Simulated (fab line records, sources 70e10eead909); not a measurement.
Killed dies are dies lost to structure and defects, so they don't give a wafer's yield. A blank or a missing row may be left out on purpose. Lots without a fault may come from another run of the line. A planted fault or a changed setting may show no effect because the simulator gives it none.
fab line records | flow nand_harc
record lots=7 wafers=21 last_day=32
route steps=1302 shown P_M0@256 END@1302
lots that met no fault: from a run of the same line without faults
start_h: hours from the record's first day to the start of the lot's first wafer shown | wait_h: hours since the lot's step before | " the same as in the row above | L1.1+2: a row that stands for several wafers | - no value, or no start given | * or withheld: withheld | < > ~ a bound
route shown NAME@n: a module of which the file shows steps, and the number in the route of the first | usual: mean/standard deviation of fault-free wafers | same: alike in all rows | chamber/n: place in a boat | sites: the reading at each site | _std_site: their standard deviation | _edge_site: outer sites' mean less inner sites' | radius_mm: how far each site lies from the wafer's centre | mask NAME#n: copy n | behind: the tool/chamber that last shaped the wafer | hold: why the lot was held/for how many hours/how that ended | device: the transistor (n, p or np) that didn't switch | end of line: the same wafers' tests at the end of the route | a step without rows: its recipe alone | killed: dies lost to structure and defects at the first sort, not the wafer's yield | map: a wafer's dies, x killed, . not, _ none there
set.NAME: the setting as run; set.NAME@STEP: as run at that earlier step | model.NAME: the simulator's own value behind a step, which no gauge read
lots at some steps of the route; a table a step, a row a wafer
services: from which hour (start_h, from the record's first day; less than 0 if before it) a tool's chamber was out of use, for how many hours, and why
## steps
# step NHARC_P_M0_COAT_33
# recipe temp_c=200 time_s=65
# step NHARC_P_M0_COAT_03
# recipe spin_rpm=1500 resist_thk_nm=90
# step NHARC_P_M0_SOFTBAKE_04
# recipe temp_c=105 time_s=55
# step NHARC_P_M0_EBR_05
# step NHARC_P_M0_EXPOSE_06
# recipe na=1.35 target_cd_nm=90 dose_mj=81.28 mask_id=P_M0
# step NHARC_P_M0_PEB_07
# recipe peb_temp_c=100 peb_time_s=65
# step NHARC_P_M0_DEVELOP_08
# recipe develop_time_s=35 dev_temp_c=23
# step NHARC_P_M0_CD_MEAS_09
# recipe target_cd_nm=90 landing_energy_ev=500
# usual cd_nm=89.6/0.56
# columns lot.wafer tool chamber start_h wait_h cd_nm
L887.1 cd_sem-01 0 102.31 - 89.6
L887.4 " 0 " " 89.8
L887.5 " 0 " " 89.3
L891.2 cd_sem-03 0 137.93 - 89.1
L891.3 " 0 " " 89.9
L891.5 " 0 " " 89.0
L892.1 cd_sem-02 0 143.85 - 90.1
L892.4 " 0 " " 90.1
L892.5 " 0 " " 89.7
L890.1 cd_sem-03 0 155.36 - 89.3
L890.2 " 0 " " 88.8
L890.6 " 0 " " 88.5
L902.1 cd_sem-03 0 243.18 - 90.2
L902.2 " 0 " " 90.1
L902.5 " 0 " " 89.3
L904.2 cd_sem-02 0 275.33 - 89.0
L904.3 " 0 " " 89.3
L904.4 " 0 " " 90.6
L906.1 cd_sem-02 0 295.51 - 89.3
L906.5 " 0 " " 89.7
L906.6 " 0 " " 89.3
# step NHARC_P_M0_OVL_MEAS_10
# recipe pitch_nm=180
# usual overlay_x_nm=-0.1/0.82 overlay_y_nm=-0.3/1.1
# columns lot.wafer tool chamber start_h wait_h overlay_x_nm overlay_y_nm
L887.1 overlay-01 - 102.40 - 0.6 0.0
L887.4 " - " " 0.3 0.1
L887.5 " - " " 0.8 0.0
L891.2 overlay-01 - 138.01 - -0.5 0.0
L891.3 " - " " -0.1 0.3
L891.5 " - " " 0.2 0.0
L892.1 overlay-01 - 143.94 - 0.2 -0.3
L892.4 " - " " 0.7 -0.7
L892.5 " - " " 0.3 -0.1
L890.1 overlay-02 - 155.44 - -0.6 2.0
L890.2 " - " " -1.1 1.3
L890.6 " - " " -0.7 1.5
L902.1 overlay-02 - 243.28 - -0.3 0.3
L902.2 " - " " -0.2 0.7
L902.5 " - " " -0.3 0.8
L904.2 overlay-01 - 275.41 - -0.2 -1.8
L904.3 " - " " 0.4 -1.2
L904.4 " - " " 0.3 -1.6
L906.1 overlay-02 - 295.60 - 0.6 -1.9
L906.5 " - " " 0.2 -1.6
L906.6 " - " " 0.1 -1.9
# step NHARC_P_M0_INSPECT_11
# usual raw_defect_count=4.5/2.5
# columns lot.wafer tool chamber start_h wait_h raw_defect_count
L887.1 defect_inspect-02 - 102.44 0.0 3
L887.4 " - " " 2
L887.5 " - " " 5
L891.2 defect_inspect-02 - 138.05 0.0 3
L891.3 " - " " 3
L891.5 " - " " 6
L892.1 defect_inspect-02 - 143.98 0.0 2
L892.4 " - " " 5
L892.5 " - " " 2
L890.1 defect_inspect-02 - 155.48 0.0 7
L890.2 " - " " 8
L890.6 " - " " 8
L902.1 defect_inspect-02 - 243.31 0.0 4
L902.2 " - " " 9
L902.5 " - " " 1
L904.2 defect_inspect-02 - 275.45 0.0 6
L904.3 " - " " 4
L904.4 " - " " 2
L906.1 defect_inspect-01 - 295.64 0.0 11
L906.5 " - " " 9
L906.6 " - " " 10
# step NHARC_P_M0_DESCUM_14
# recipe time_s=3 o2_flow_sccm=200 ar_flow_sccm=0 bias_power_w=0 chemistry=O2
# usual drypump_motor_current_A=5.7/0.41 oes_product_au=1.001/0.0086 rf_vpp_V=57.5/0.87 showerhead_plenum_p_Torr=1.87/0.078 throttle_valve_pct=11.312/0.009
# columns lot.wafer tool chamber start_h wait_h drypump_motor_current_A oes_product_au rf_hours_counter_h rf_vpp_V showerhead_plenum_p_Torr throttle_valve_pct
L887.4 rie_diel-02 2 102.50 0.1 5.4 0.998 10 57.0 1.85 11.304
L887.1 " 3 " " 5.8 1.003 8 57.5 1.87 11.315
L887.5 " 3 " " 5.8 1.002 - 55.7 1.87 11.299
L891.3 rie_diel-02 3 138.11 0.1 5.9 0.991 12 56.7 1.87 11.325
L891.2 " 1 " " 6.2 0.993 14 56.1 1.86 11.310
L891.5 " 0 " " 5.7 0.996 - 56.1 1.79 11.317
L892.4 rie_diel-02 2 144.04 0.1 5.4 1.002 15 58.0 1.85 11.304
L892.1 " 0 " " 5.7 1.005 15 57.8 1.79 11.315
L892.5 " 2 " " 5.4 0.999 - 57.5 1.85 11.298
L890.1 rie_diel-02 0 155.54 0.1 5.7 1.000 18 57.7 1.79 11.317
L890.2 " 3 " " 5.9 0.997 17 58.1 1.87 11.318
L890.6 " 0 " " 5.7 1.001 - 55.0 1.79 11.313
L902.2 rie_diel-02 1 243.38 0.1 6.2 1.006 5 57.6 1.86 11.323
L902.1 " 3 " " 5.8 1.011 7 58.8 1.87 11.321
L902.5 " 2 " " 5.4 0.993 - 57.1 1.84 11.326
L904.2 rie_diel-02 1 275.51 0.1 6.2 1.001 12 55.4 1.86 11.290
L904.4 " 2 " " 5.5 0.993 14 57.2 1.84 11.312
L904.3 " 3 " " 5.9 1.000 16 56.5 1.86 11.318
L906.1 rie_diel-02 1 295.71 0.1 6.2 1.008 14 58.2 1.86 11.286
L906.5 " 3 " " 5.9 0.998 - 58.5 1.86 11.319
L906.6 " 0 " " 5.7 1.011 - 55.9 1.78 11.302
# step NHARC_P_M0_ETCH_34
# recipe target_depth_a=400 overetch_a=120 time_s=43.94 ion_energy_ev=200 n2_flow_sccm=150 h2_flow_sccm=150 ar_flow_sccm=0 rf_w=400 bias_w=150 chemistry=N2/H2
# usual bias_w=150.0/0.43 chamber_pressure_mTorr=30.01/0.034 drypump_motor_current_A=5.6/0.42 n2_flow_sccm=150.0/0.42 oes_product_au=1.001/0.0079 rf_vpp_V=429.2/2.5 showerhead_plenum_p_Torr=1.99/0.083 throttle_valve_pct=14.171/0.009
# columns lot.wafer tool chamber start_h wait_h bias_w chamber_pressure_mTorr drypump_motor_current_A n2_flow_sccm oes_product_au rf_hours_counter_h rf_vpp_V showerhead_plenum_p_Torr throttle_valve_pct
L887.4 rie_diel-02 1 102.59 0.1 150.2 30.02 6.2 149.4 0.994 10 428.9 1.99 14.170
L887.1 " 3 " " 149.6 30.01 5.8 149.5 0.992 8 429.7 2.00 14.174
L887.5 " 2 " " 150.4 29.99 5.4 149.9 0.988 - 428.3 1.97 14.180
L891.2 rie_diel-02 0 138.20 0.1 150.4 29.98 5.7 150.3 1.014 15 426.6 1.90 14.154
L891.3 " 2 " " 149.7 30.04 5.4 149.5 0.993 15 429.7 1.97 14.180
L891.5 " 3 " " 149.6 30.00 5.9 150.4 0.996 - 428.6 2.00 14.168
L892.1 rie_diel-02 2 144.13 0.1 150.3 30.02 5.4 150.4 0.998 15 427.4 1.97 14.172
L892.4 " 0 " " 150.1 30.02 5.7 150.0 1.017 15 426.8 1.90 14.182
L892.5 " 1 " " 150.3 30.00 6.2 149.9 1.003 - 429.7 1.99 14.182
L890.2 rie_diel-02 0 155.63 0.1 149.4 29.98 5.7 149.5 1.007 18 426.2 1.90 14.150
L890.1 " 2 " " 150.6 29.98 5.4 149.9 1.004 19 428.2 1.97 14.173
L890.6 " 0 " " 149.0 29.97 5.7 150.4 1.002 - 427.5 1.90 14.160
L902.2 rie_diel-02 2 243.46 0.1 149.5 29.99 5.4 150.1 0.997 6 428.2 1.96 14.177
L902.1 " 0 " " 150.1 30.02 5.7 150.0 0.994 6 426.3 1.90 14.158
L902.5 " 3 " " 150.6 30.01 5.8 149.6 1.004 - 428.6 1.99 14.163
L904.4 rie_diel-02 1 275.60 0.1 149.7 29.98 6.2 150.4 1.003 12 429.9 1.98 14.180
L904.2 " 2 " " 150.5 30.09 5.5 150.6 1.002 14 427.1 1.96 14.157
L904.3 " 0 " " 150.4 30.02 5.7 150.0 1.008 14 426.8 1.90 14.170
L906.1 rie_diel-02 1 295.78 0.1 149.4 30.01 6.2 150.1 1.018 14 429.4 1.98 14.157
L906.6 " 1 " " 149.9 30.00 6.2 148.9 1.011 - 430.1 1.98 14.175
L906.5 " 2 " " 150.1 30.03 5.5 149.3 0.997 - 429.4 1.96 14.159
# step NHARC_P_M0_ETCH_15
# recipe target_depth_a=1500 overetch_a=150 time_s=82.5 c4f8_flow_sccm=withheld ar_flow_sccm=400 rf_w=600 bias_w=300 chemistry=C4F8/Ar
# usual bias_w=299.9/0.84 chamber_pressure_mTorr=25.002/0.027 oes_product_au=0.958/0.02 rf_vpp_V=439.7/2.6
# columns lot.wafer tool chamber start_h wait_h bias_w chamber_pressure_mTorr oes_product_au rf_vpp_V
L887.4 rie_diel-02 0 102.67 - 299.5 24.978 0.987 437.4
L887.1 " 2 " " 300.6 25.036 0.966 439.3
L887.5 " 1 " " 299.5 25.045 0.978 439.8
L891.3 rie_diel-02 3 138.29 - - - - -
L891.2 " 0 " " - - - -
L891.5 " 0 " " - - - -
L892.1 rie_diel-02 3 144.22 - - - - -
L892.4 " 1 " " - - - -
L892.5 " 2 " " - - - -
L890.2 rie_diel-02 2 155.71 - - - - -
L890.1 " 1 " " - - - -
L890.6 " 2 " " - - - -
L902.2 rie_diel-02 3 243.56 - 299.5 24.977 0.977 440.1
L902.1 " 1 " " 300.6 24.995 0.969 440.8
L902.5 " 3 " " 298.5 25.002 0.976 440.3
L904.2 rie_diel-02 1 275.69 - 299.7 24.971 0.933 439.3
L904.3 " 2 " " 298.3 24.992 0.935 438.8
L904.4 " 3 " " 299.0 24.979 0.920 439.6
L906.1 rie_diel-02 3 295.88 - 300.8 24.962 0.958 438.9
L906.5 " 1 " " 300.5 24.992 0.970 438.3
L906.6 " 2 " " 299.4 25.007 0.961 438.8
# step NHARC_P_M0_CD_MEAS_16
# usual cd_nm=89.7/0.85
# columns lot.wafer tool chamber start_h wait_h cd_nm
L887.1 cd_sem-02 - 102.80 - 88.9
L887.4 " - " " 89.8
L887.5 " - " " 88.6
L891.2 cd_sem-02 - 138.42 - 89.9
L891.3 " - " " 89.4
L891.5 " - " " 88.8
L892.1 cd_sem-02 - 144.34 - 91.8
L892.4 " - " " 91.2
L892.5 " - " " 91.0
L890.1 cd_sem-03 - 155.84 - 88.9
L890.2 " - " " 87.8
L890.6 " - " " 88.5
L902.1 cd_sem-03 - 243.68 - 89.2
L902.2 " - " " 90.4
L902.5 " - " " 90.7
L904.2 cd_sem-02 - 275.81 - 89.1
L904.3 " - " " 88.9
L904.4 " - " " 90.6
L906.1 cd_sem-01 - 296.00 - 89.2
L906.5 " - " " 88.8
L906.6 " - " " 88.8
# step NHARC_END_SORT_01
# recipe temp_c=25
# usual defect_limited_yield=90.1/2.5 killed_at_array=62/18 killed_at_other=0.9/1.2 killed_at_periphery=4.2/2.9 killed_dies=67/17 killed_open=3.6/1.9 killed_short=2.5/1.6
# same gross_dies=677
# columns lot.wafer tool chamber start_h wait_h defect_limited_yield[%] killed_at_array killed_at_other killed_at_periphery killed_dies killed_open killed_short
L887.1 prober-01 0 594.03 2.5 88.5 72 1 5 78 3 2
L887.4 prober-01 0 596.43 3.4 88.6 74 1 2 77 0 3
L887.5 prober-01 0 597.23 3.7 89.1 67 3 4 74 4 2
L891.2 prober-01 0 602.61 2.8 0 73 0 604 677 3 1
L891.3 prober-01 0 603.42 3.1 0 64 0 613 677 3 5
L891.5 prober-01 0 605.03 3.7 0 83 1 593 677 6 2
L890.1 prober-02 0 617.11 2.5 0 60 1 616 677 7 0
L890.2 prober-02 0 617.89 2.8 0 73 0 604 677 5 0
L890.6 prober-02 0 621.05 3.9 0 79 0 598 677 1 0
L892.1 prober-01 0 617.36 2.5 0 58 0 619 677 2 1
L892.4 prober-01 0 619.74 3.4 0 62 0 615 677 1 2
L892.5 prober-01 0 620.53 3.7 0 66 1 610 677 4 2
# killed by level:class
L887.1 A_CHANNEL_HOLE_D1:chamber_film_flake=30 A_SLIT:chamber_film_flake=19 A_CHANNEL_HOLE_D2:chamber_film_flake=6 A_STAIRCASE:chamber_film_flake=5 A_CONTACT:chamber_film_flake=4 P_CONTACT:geometric_particle:open=2 A_CHANNEL_FILL_D1:geometric_particle:short=2 A_BLC:chamber_film_flake=2
L887.4 A_CHANNEL_HOLE_D1:chamber_film_flake=33 A_SLIT:chamber_film_flake=21 A_CHANNEL_HOLE_D2:chamber_film_flake=5 A_CONTACT:chamber_film_flake=5 A_STAIRCASE:chamber_film_flake=4 A_WL_FILL:chamber_film_flake=3 A_CHANNEL_FILL_D1:geometric_particle:short=1 A_ONON_D2:geometric_particle:short=1
L887.5 A_CHANNEL_HOLE_D1:chamber_film_flake=23 A_SLIT:chamber_film_flake=19 A_CHANNEL_HOLE_D2:chamber_film_flake=7 A_STAIRCASE:chamber_film_flake=4 A_CONTACT:chamber_film_flake=3 A_BONDPAD:chamber_film_flake=3 P_GATE:chamber_film_flake=2 P_BONDPAD:chamber_film_flake=2
L891.2 P_M0:area_etch=599 A_CHANNEL_HOLE_D1:chamber_film_flake=32 A_CHANNEL_HOLE_D2:chamber_film_flake=27 A_STAIRCASE:chamber_film_flake=6 P_STI:chamber_film_flake=3 A_SGD_CUT:chamber_film_flake=2 A_CONTACT:chamber_film_flake=2 P_M0:geometric_particle:open=1
L891.3 P_M0:area_etch=608 A_CHANNEL_HOLE_D1:chamber_film_flake=26 A_CHANNEL_HOLE_D2:chamber_film_flake=21 A_STAIRCASE:chamber_film_flake=5 P_STI:chamber_film_flake=2 A_WL_FILL:chamber_film_flake=2 A_CONTACT:chamber_film_flake=2 P_STI:geometric_particle:short=1
L891.5 P_M0:area_etch=588 A_CHANNEL_HOLE_D1:chamber_film_flake=34 A_CHANNEL_HOLE_D2:chamber_film_flake=29 A_STAIRCASE:chamber_film_flake=8 P_GATE:chamber_film_flake=2 A_WL_FILL:chamber_film_flake=2 P_M0:geometric_particle:open=1 P_BONDPAD:geometric_particle:open=1
L890.1 P_M0:area_etch=606 A_CHANNEL_HOLE_D1:chamber_film_flake=26 A_CHANNEL_HOLE_D2:chamber_film_flake=21 A_CONTACT:chamber_film_flake=6 P_CONTACT:chamber_film_flake=4 A_WL_FILL:chamber_film_flake=3 P_M1:geometric_particle:open=2 P_M2:chamber_film_flake=2
L892.1 P_M0:area_etch=617 A_CHANNEL_HOLE_D2:chamber_film_flake=22 A_SLIT:chamber_film_flake=21 A_CHANNEL_HOLE_D1:chamber_film_flake=4 A_CONTACT:chamber_film_flake=4 A_DECK1_JOINT:chamber_film_flake=2 A_STAIRCASE:chamber_film_flake=2 P_M1:geometric_particle:open=1
L890.2 P_M0:area_etch=596 A_CHANNEL_HOLE_D1:chamber_film_flake=40 A_CHANNEL_HOLE_D2:chamber_film_flake=21 A_WL_FILL:chamber_film_flake=4 A_CONTACT:chamber_film_flake=4 P_CONTACT:chamber_film_flake=3 P_M2:chamber_film_flake=3 P_CONTACT:geometric_particle:open=2
L892.4 P_M0:area_etch=611 A_CHANNEL_HOLE_D2:chamber_film_flake=26 A_SLIT:chamber_film_flake=26 A_CHANNEL_FILL_D1:chamber_film_flake=4 A_CHANNEL_HOLE_D1:chamber_film_flake=3 P_ZERO_WELL:chamber_film_flake=2 A_CONTACT:chamber_film_flake=2 P_M0:geometric_particle:short=1
L892.5 P_M0:area_etch=609 A_SLIT:chamber_film_flake=30 A_CHANNEL_HOLE_D2:chamber_film_flake=28 A_CHANNEL_FILL_D1:geometric_particle:short=2 A_CHANNEL_FILL_D1:chamber_film_flake=2 P_GATE:geometric_particle:open=1 A_CHANNEL_HOLE_D1:geometric_particle:open=1 A_CHANNEL_FILL_D1:geometric_particle:open=1
L890.6 P_M0:area_etch=591 A_CHANNEL_HOLE_D1:chamber_film_flake=40 A_CHANNEL_HOLE_D2:chamber_film_flake=31 P_CONTACT:chamber_film_flake=3 A_WL_FILL:chamber_film_flake=3 A_CONTACT:chamber_film_flake=3 A_CONTACT:geometric_particle:open=1 P_ZERO_WELL:chamber_film_flake=1
# map L890.1 (x killed, . not)
____________x____________
_________xxxxxxx_________
_______xxxxxxxxxxx_______
______xxxxxxxxxxxxx______
_____xxxxxxxxxxxxxxx_____
____xxxxxxxxxxxxxxxxx____
____xxxxxxxxxxxxxxxxx____
___xxxxxxxxxxxxxxxxxxx___
___xxxxxxxxxxxxxxxxxxx___
__xxxxxxxxxxxxxxxxxxxxx__
__xxxxxxxxxxxxxxxxxxxxx__
_xxxxxxxxxxxxxxxxxxxxxxx_
_xxxxxxxxxxxxxxxxxxxxxxx_
_xxxxxxxxxxxxxxxxxxxxxxx_
_xxxxxxxxxxxxxxxxxxxxxxx_
_xxxxxxxxxxxxxxxxxxxxxxx_
xxxxxxxxxxxxxxxxxxxxxxxxx
xxxxxxxxxxxxxxxxxxxxxxxxx
xxxxxxxxxxxxxxxxxxxxxxxxx
xxxxxxxxxxxxxxxxxxxxxxxxx
xxxxxxxxxxxxxxxxxxxxxxxxx
_xxxxxxxxxxxxxxxxxxxxxxx_
_xxxxxxxxxxxxxxxxxxxxxxx_
_xxxxxxxxxxxxxxxxxxxxxxx_
_xxxxxxxxxxxxxxxxxxxxxxx_
_xxxxxxxxxxxxxxxxxxxxxxx_
__xxxxxxxxxxxxxxxxxxxxx__
__xxxxxxxxxxxxxxxxxxxxx__
___xxxxxxxxxxxxxxxxxxx___
___xxxxxxxxxxxxxxxxxxx___
____xxxxxxxxxxxxxxxxx____
____xxxxxxxxxxxxxxxxx____
_____xxxxxxxxxxxxxxx_____
______xxxxxxxxxxxxx______
_______xxxxxxxxxxx_______
_________xxxxxxx_________
____________x____________
# map L891.2 (x killed, . not)
____________x____________
_________xxxxxxx_________
_______xxxxxxxxxxx_______
______xxxxxxxxxxxxx______
_____xxxxxxxxxxxxxxx_____
____xxxxxxxxxxxxxxxxx____
____xxxxxxxxxxxxxxxxx____
___xxxxxxxxxxxxxxxxxxx___
___xxxxxxxxxxxxxxxxxxx___
__xxxxxxxxxxxxxxxxxxxxx__
__xxxxxxxxxxxxxxxxxxxxx__
_xxxxxxxxxxxxxxxxxxxxxxx_
_xxxxxxxxxxxxxxxxxxxxxxx_
_xxxxxxxxxxxxxxxxxxxxxxx_
_xxxxxxxxxxxxxxxxxxxxxxx_
_xxxxxxxxxxxxxxxxxxxxxxx_
xxxxxxxxxxxxxxxxxxxxxxxxx
xxxxxxxxxxxxxxxxxxxxxxxxx
xxxxxxxxxxxxxxxxxxxxxxxxx
xxxxxxxxxxxxxxxxxxxxxxxxx
xxxxxxxxxxxxxxxxxxxxxxxxx
_xxxxxxxxxxxxxxxxxxxxxxx_
_xxxxxxxxxxxxxxxxxxxxxxx_
_xxxxxxxxxxxxxxxxxxxxxxx_
_xxxxxxxxxxxxxxxxxxxxxxx_
_xxxxxxxxxxxxxxxxxxxxxxx_
__xxxxxxxxxxxxxxxxxxxxx__
__xxxxxxxxxxxxxxxxxxxxx__
___xxxxxxxxxxxxxxxxxxx___
___xxxxxxxxxxxxxxxxxxx___
____xxxxxxxxxxxxxxxxx____
____xxxxxxxxxxxxxxxxx____
_____xxxxxxxxxxxxxxx_____
______xxxxxxxxxxxxx______
_______xxxxxxxxxxx_______
_________xxxxxxx_________
____________x____________
## services
# columns tool chamber start_h hours kind
rie_diel-02 0 98.29 - clean
rie_diel-02 1 98.29 - clean
rie_diel-02 2 98.29 - clean
rie_diel-02 3 98.29 - clean
rie_diel-02 0 122.79 - clean
rie_diel-02 1 122.79 - clean
rie_diel-02 2 122.79 - clean
rie_diel-02 3 122.79 - clean
rie_diel-02 0 147.51 - clean
rie_diel-02 1 147.51 - clean
rie_diel-02 2 147.51 - clean
rie_diel-02 3 147.51 - clean
rie_diel-02 0 172.03 - clean
rie_diel-02 1 172.03 - clean
rie_diel-02 2 172.03 - clean
rie_diel-02 3 172.03 - clean
rie_diel-02 - 192.79 9.0 pm
rie_diel-02 0 192.79 9.0 vent_cycle
rie_diel-02 1 192.79 9.0 vent_cycle
rie_diel-02 2 192.79 9.0 vent_cycle
rie_diel-02 3 192.79 9.0 vent_cycle
rie_diel-02 0 201.79 - clean
rie_diel-02 1 201.79 - clean
rie_diel-02 - 283.30 0.2 repair
## key
first_sign step=NHARC_P_M0_ETCH_15 reading=tool_record direction=missing
effect step=NHARC_END_SORT_01 reading=killed_at_periphery direction=up sigmas=99+ usual=4.2 struck=608
more_kills_born_at NHARC_P_M0_ETCH_15@rie_diel-02=5425
met_at NHARC_P_M0_ETCH_15
struck_wafers L890.1,L890.2,L890.6,L891.2,L891.3,L891.5,L892.1,L892.4,L892.5
later_rows_left_out L890.1,L890.2,L890.6,L891.2,L891.3,L891.5,L892.1,L892.4,L892.5
onset_between 102.67 138.29
fault kind=skipped_step_whole tool=rie_diel-02 chamber=- onset_h=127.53 steps=NHARC_P_M0_ETCH_15 scope=struck_lots_only
# later_rows_left_out: the simulator's readings of these wafers behind a module that went badly wrong aren't trusted and aren't shown, but for the sort
